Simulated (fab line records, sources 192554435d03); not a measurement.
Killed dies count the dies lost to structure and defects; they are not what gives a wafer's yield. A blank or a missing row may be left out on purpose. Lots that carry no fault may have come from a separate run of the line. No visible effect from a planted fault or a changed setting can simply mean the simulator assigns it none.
Which of the tools did it? ; flow n5_finfet ; 12 lots with 36 wafers sampled at 3 steps, on a route of 1938 steps

WHAT THE GAUGES SHOWED, per wafer
N5_BEOL_M1_OVL_MEAS_29.
lot;measured;on;V0_OVL (nm)
L075;day 6 11:40;overlay-02;0.1 0.1 0.2
L077;day 6 18:37;overlay-02;-0.8 0.1 0.1
L079;day 7 07:59;overlay-01;-0.1 -0.1 0.7
L081;day 8 04:40;overlay-02;1.2 1.0 -0.3
L083;day 8 09:58;overlay-02;-0.8 0.1 -1.4
L085;day 8 17:32;overlay-01;0.4 1.0 1.2
L087;day 9 16:13;overlay-02;1.3 1.0 1.2
L088;day 10 01:07;overlay-01;-0.5 0.0 0.9
L091;day 10 09:58;overlay-01;0.1 0.4 0.0
L093;day 11 04:36;overlay-01;0.4 0.4 0.1
L095;day 11 15:06;overlay-02;1.0 0.0 0.2
L097;day 11 20:42;overlay-01;-0.6 -1.3 -0.1

TOOL THAT RAN EACH LOT (tool first, then ch and the chambers of the sampled wafers, then the start)
lot;N5_BEOL_M0_ANNEAL_133;N5_BEOL_M1_ETCH_63
L075;pvd_sputter-01, day 6 04:47;rie_diel-02 ch 1,2, day 6 10:37
L077;pvd_sputter-01, day 6 12:24;rie_diel-02 ch 0,1, day 6 17:49
L079;pvd_sputter-03, day 7 03:41;rie_diel-02 ch 0,1,3, day 7 07:08
L081;pvd_sputter-01, day 7 20:19;rie_diel-06 ch 0,3, day 8 03:43
L083;pvd_sputter-02, day 8 02:01;rie_diel-06 ch 0,1,2, day 8 09:05
L085;pvd_sputter-02, day 8 11:19;rie_diel-04 ch 0,1, day 8 16:49
L087;pvd_sputter-02, day 9 12:23;rie_diel-02 ch 0,1,3, day 9 15:21
L088;pvd_sputter-01, day 9 20:35;rie_diel-04 ch 1,3, day 10 00:16
L091;pvd_sputter-02, day 10 05:45;rie_diel-02 ch 0,1,2, day 10 09:07
L093;pvd_sputter-03, day 10 21:58;rie_diel-06 ch 0,1,2, day 11 00:32
L095;pvd_sputter-02, day 11 11:40;rie_diel-04 ch 0,1,2, day 11 14:15
L097;pvd_sputter-02, day 11 15:54;rie_diel-06 ch 2,3, day 11 19:50
- N5_BEOL_M0_ANNEAL_133: time 60 s.
- N5_BEOL_M1_ETCH_63: etches SiARC in CF4, target depth 15.6 nm, time 26 s.

THE ANSWER, worked out from the rows above alone
Rule: the usual values come from the lots themselves. Put in order of their means at a reading, lots are off if they are a third of the lots or fewer, leave a main group of 4 or more, and stand apart from it by a gap of 3 or more times the standard deviation of the main group's means; of several such gaps the widest counts. A main group is skipped when, at the precision printed for the reading in the tables above, its means are all equal. A lot without any number at a reading at which 4 lots or more have one is off too. The other lots that the step has rows for count as sound.
No lot is off on any of the readings shown, so nothing can be concluded from this.

WHAT THE SIMULATOR HAD PUT IN
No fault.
